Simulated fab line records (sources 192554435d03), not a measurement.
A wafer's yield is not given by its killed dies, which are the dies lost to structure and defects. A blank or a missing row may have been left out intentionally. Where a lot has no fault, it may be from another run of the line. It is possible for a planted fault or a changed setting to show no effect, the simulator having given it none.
Which tool was responsible? -- flow n5Finfet -- 8 lots, 24 wafers sampled, at 7 steps of a route of 1938

WHAT THE GAUGES READ, wafer by wafer
N5_BEOL_M0_SAQP_INSPECT_42: inspects for defects (brightfield). Usual: rawDefectCount 279, standard deviation 88.
lot,measured,on,rawDefectCount,flag
L814,day 5 21:01,defectInspect-02,257 217 211,
L818,day 6 20:09,defectInspect-02,311 376 223,
L823,day 8 05:48,defectInspect-01,204 274 251,
L827,day 9 07:07,defectInspect-02,526 474 549,
L828,day 9 13:04,defectInspect-01,558 511 513,
L834,day 10 23:40,defectInspect-02,401 274 482,
L836,day 11 10:26,defectInspect-02,388 280 297,
L835,day 11 15:23,defectInspect-01,180 261 175,

N5_BEOL_M0_CUTY_INSPECT_59: inspects for defects (macro). Usual: rawDefectCount 2.0, standard deviation 1.2.
lot,measured,on,rawDefectCount,flag
L814,day 5 22:25,defectInspect-01,1 0 3,
L818,day 6 21:50,defectInspect-01,2 1 1,
L823,day 8 07:11,defectInspect-01,1 2 1,
L827,day 9 08:34,defectInspect-02,>300 >300 >300,OFF
L828,day 9 14:28,defectInspect-02,>300 >300 >300,OFF
L834,day 11 01:04,defectInspect-02,1 3 1,
L836,day 11 12:26,defectInspect-02,1 0 0,
L835,day 11 16:52,defectInspect-02,0 2 4,

N5_BEOL_M4_RC_MEAS_101. Usual: DIBL_N 36.1 mV/V, standard deviation 1.3; DIBL_P 36.1 mV/V, standard deviation 1.7; IOFF_N 0.154 nA/um, standard deviation 0.022; IOFF_P 0.201 nA/um, standard deviation 0.024; ION_N 675 uA/um, standard deviation 8.9; ION_P 462 uA/um, standard deviation 5.9; SS_N 71.5 mV/dec, standard deviation 0.49; SS_P 73.3 mV/dec, standard deviation 0.58; VT_N 250.0 mV, standard deviation 2.7; VT_P -251.3 mV, standard deviation 2.7.
lot,measured,on,DIBL_N (mV/V),DIBL_P (mV/V),IOFF_N (nA/um),IOFF_P (nA/um),ION_N (uA/um),ION_P (uA/um),SS_N (mV/dec),SS_P (mV/dec),VT_N (mV),VT_P (mV),flag
L814,day 8 02:04,prober-02,34.0 33.7 33.8,33.8 33.7 33.5,0.133 0.128 0.129,0.171 0.170 0.167,662 672 662,449 464 456,71.7 71.9 71.2,72.9 73.1 72.6,250.9 254.0 252.7,-255.2 -254.0 -255.0,
L818,day 9 01:45,prober-01,35.5 35.4 35.1,35.7 34.5 34.4,0.139 0.133 0.133,0.213 0.200 0.200,673 656 663,460 459 461,72.1 71.7 71.3,73.3 72.9 72.8,251.8 253.1 249.9,-249.5 -248.3 -248.9,
L823,day 10 18:28,prober-01,36.3 37.7 34.9,35.6 37.2 33.8,0.127 0.162 0.116,0.182 0.205 0.165,662 672 664,455 460 455,71.1 71.3 70.9,72.7 74.0 72.9,252.8 249.4 253.7,-253.7 -252.9 -253.3,
L827,day 11 21:38,prober-02,36.6 36.9 36.5,35.2 35.6 35.4,0.166 0.167 0.162,0.215 0.219 0.207,678 681 685,455 465 461,71.7 71.5 71.4,73.0 73.0 73.1,246.1 246.6 246.0,-251.5 -250.9 -250.9,
L828,day 12 03:42,prober-02,36.6 36.5 36.6,36.4 36.1 36.7,0.151 0.146 0.154,0.210 0.202 0.210,669 671 680,463 459 464,71.4 71.2 71.6,73.1 73.2 72.8,252.1 249.7 247.6,-252.0 -251.8 -253.2,
L834,day 13 05:51,prober-01,36.3 36.2 37.9,37.0 36.7 38.0,0.169 0.165 0.194,0.199 0.196 0.216,683 672 690,464 453 465,71.6 71.1 71.3,73.0 73.2 73.8,247.2 248.2 245.6,-252.2 -250.7 -248.9,
L836,day 14 10:37,prober-01,35.0 35.0 35.9,35.5 36.1 36.4,0.129 0.136 0.141,0.156 0.168 0.169,667 678 677,456 460 462,71.1 71.8 72.3,73.3 72.9 73.3,251.5 249.9 250.5,-255.6 -253.4 -256.6,
L835,day 14 07:29,prober-02,38.7 37.4 36.1,39.5 38.0 36.4,0.196 0.174 0.147,0.268 0.247 0.211,696 681 670,478 470 464,72.4 72.2 71.9,73.9 73.6 73.0,244.5 245.3 251.1,-245.7 -248.8 -247.4,

WHAT TOOL EACH LOT RAN ON (gives the tool, then ch and the chambers of the sampled wafers, and finally the start)
lot,N5_BEOL_M0_SAQP_MANDREL_ETCH_20,N5_BEOL_M0_SAQP_SPACER1_ETCHBACK_99,N5_BEOL_M0_SAQP_RECESS_109,N5_BEOL_M0_SAQP_ETCH_73
L814,"rieSi-05 ch 1,2, day 5 17:03","rieDiel-05 ch 0,2,3, day 5 18:19","vaporEtch-02 ch 0,1, day 5 19:25","rieDiel-03 ch 0,1, day 5 21:13"
L818,"rieSi-05 ch 1,2,3, day 6 16:34","rieDiel-05 ch 0,2, day 6 17:40","vaporEtch-02 ch 0,1, day 6 18:46","rieDiel-04 ch 0,1,2, day 6 20:14"
L823,"rieSi-02 ch 0,1,3, day 8 01:53","rieDiel-03 ch 0,1,2, day 8 02:59","vaporEtch-02 ch 0,1, day 8 04:03","rieDiel-03 ch 0,1,2, day 8 05:53"
L827,"rieSi-02 ch 1,2, day 9 03:21","rieDiel-05 ch 0,1,2, day 9 04:38","vaporEtch-02 ch 0, day 9 05:42","rieDiel-05 ch 1,2,3, day 9 07:13"
L828,"rieSi-04 ch 2,3, day 9 08:27","rieDiel-03 ch 0,1,2, day 9 09:33","vaporEtch-02 ch 0,1, day 9 11:04","rieDiel-04 ch 2,3, day 9 13:10"
L834,"rieSi-02 ch 0,1, day 10 19:24","rieDiel-05 ch 0,2,3, day 10 20:29","vaporEtch-01 ch 0,1, day 10 21:35","rieDiel-03 ch 1,3, day 10 23:46"
L836,"rieSi-04 ch 2,3, day 11 06:31","rieDiel-04 ch 0,3, day 11 07:52","vaporEtch-01 ch 0,1, day 11 08:59","rieDiel-03 ch 2,3, day 11 10:31"
L835,"rieSi-05 ch 0,1, day 11 09:36","rieDiel-04 ch 1,2,3, day 11 12:06","vaporEtch-01 ch 0,1, day 11 14:00","rieDiel-04 ch 1,2,3, day 11 15:29"
- N5_BEOL_M0_SAQP_MANDREL_ETCH_20: etches a-Si in HBr/Cl2, stops on SiNx, target depth 60 nm, bt time 10 s, time 30 s.
- N5_BEOL_M0_SAQP_SPACER1_ETCHBACK_99: etches SiO2 in CHF3/O2, target depth 15.4 nm, time 7.7 s.
- N5_BEOL_M0_SAQP_RECESS_109: chemistry HF/NH3, target SiO2, target depth 3 nm, afs cycles 1, sublimation time 60 s.
- N5_BEOL_M0_SAQP_ETCH_73: etches SiARC in CF4, target depth 19.5 nm, time 32.5 s.

WHAT THE TOOLS THEMSELVES READ (means of the sampled wafers that have a number; where no wafer has one, the mark that the record gives instead)
N5_BEOL_M0_SAQP_MANDREL_ETCH_20. Usual: drypumpMotorCurrentA 5.7 A, standard deviation 0.43; oesProductAu 0.781 a.u., standard deviation 0.014; throttleValvePct 35.66 %, standard deviation 0.18.
lot,tool,drypumpMotorCurrentA (A),oesProductAu (a.u.),throttleValvePct (%),flag
L814,rieSi-05,5.8,0.784,35.69,
L818,rieSi-05,5.8,0.787,35.65,
L823,rieSi-02,5.7,0.769,35.74,
L827,rieSi-02,5.5,0.769,35.51,
L828,rieSi-04,5.5,0.770,35.64,
L834,rieSi-02,6.0,0.771,35.82,
L836,rieSi-04,5.5,0.769,35.65,
L835,rieSi-05,6.0,0.774,35.65,

N5_BEOL_M0_SAQP_SPACER1_ETCHBACK_99. Usual: drypumpMotorCurrentA 5.8 A, standard deviation 0.4; oesProductAu 0.78 a.u., standard deviation 0.066; rfVppV 524 V, standard deviation 3.5; showerheadPlenumPTorr 2.44 Torr, standard deviation 0.063; throttleValvePct 18.93 %, standard deviation 0.15.
lot,tool,drypumpMotorCurrentA (A),oesProductAu (a.u.),rfVppV (V),showerheadPlenumPTorr (Torr),throttleValvePct (%),flag
L814,rieDiel-05,5.5,0.81,527,2.50,19.01,
L818,rieDiel-05,5.5,0.76,526,2.47,19.09,
L823,rieDiel-03,6.0,0.79,522,2.38,18.77,
L827,rieDiel-05,5.6,0.75,524,2.47,19.08,
L828,rieDiel-03,5.9,0.78,522,2.37,18.79,
L834,rieDiel-05,5.5,0.77,525,2.48,19.07,
L836,rieDiel-04,6.1,0.74,520,2.44,18.83,
L835,rieDiel-04,6.4,0.71,522,2.39,18.94,

N5_BEOL_M0_SAQP_RECESS_109. Usual: drypumpMotorCurrentA 5.4 A, standard deviation 0.37.
lot,tool,drypumpMotorCurrentA (A),flag
L814,vaporEtch-02,5.8,
L818,vaporEtch-02,5.7,
L823,vaporEtch-02,5.5,
L827,vaporEtch-02,5.3,
L828,vaporEtch-02,5.8,
L834,vaporEtch-01,5.1,
L836,vaporEtch-01,5.1,
L835,vaporEtch-01,5.1,

N5_BEOL_M0_SAQP_ETCH_73. Usual: drypumpMotorCurrentA 5.9 A, standard deviation 0.41; etchRfOnTimeS 32.4 s, standard deviation 0.52; oesProductAu 0.65 a.u., standard deviation 0.058; rfVppV 184.2 V, standard deviation 1.2; showerheadPlenumPTorr 2.15 Torr, standard deviation 0.053; throttleValvePct 15.62 %, standard deviation 0.15.
lot,tool,drypumpMotorCurrentA (A),etchRfOnTimeS (s),oesProductAu (a.u.),rfVppV (V),showerheadPlenumPTorr (Torr),throttleValvePct (%),flag
L814,rieDiel-03,6.2,31.6,0.74,183.3,2.11,15.45,
L818,rieDiel-04,6.0,32.3,0.68,183.9,2.18,15.56,
L823,rieDiel-03,6.0,31.9,0.68,183.7,2.11,15.52,
L827,rieDiel-05,5.7,32.6,0.65,184.8,2.23,15.70,
L828,rieDiel-04,6.5,32.9,0.61,183.7,2.12,15.59,
L834,rieDiel-03,5.7,32.5,0.64,183.9,2.10,15.68,
L836,rieDiel-03,5.6,32.3,0.60,184.2,2.11,15.71,
L835,rieDiel-04,6.4,33.3,0.61,184.2,2.13,15.68,

THE ANSWER, worked out from the rows above alone
Rule: lot off if the mean of its wafers having a number is beyond 3 standard deviations from the usual mean. Also off: a lot with no number at a reading for which 4 or more lots have one. Where the step has rows for the other lots, those lots are counted as sound. The gauges are gone through in route order, then the tools' own readings, and for those a lot's mean is taken as printed above. At the first step where some lot is off, the reading lying furthest off is the one used; lots without a number count as furthest.
Off, at N5_BEOL_M0_CUTY_INSPECT_59 on rawDefectCount: L827, L828. Without a number there: L827, L828.
A tool fits if, at a process step before that reading, it ran every lot that is off, and no sound lot after the first of them. The gauges at N5_BEOL_M0_CUTY_INSPECT_59 are tried like those tools. One fits: N5_BEOL_M0_SAQP_RECESS_109 on vaporEtch-02. Its last sound lot is L823 (day 8 04:03), its first lot that is off L827 (day 9 05:42): a fault that began between those two fits.

WHAT THE SIMULATOR PUT IN
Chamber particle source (vaporEtch-02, N5_BEOL_M0_SAQP_RECESS_109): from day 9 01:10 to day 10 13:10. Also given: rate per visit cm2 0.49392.
Lots struck among those shown: L827, L828. The rule above reached the same finding.
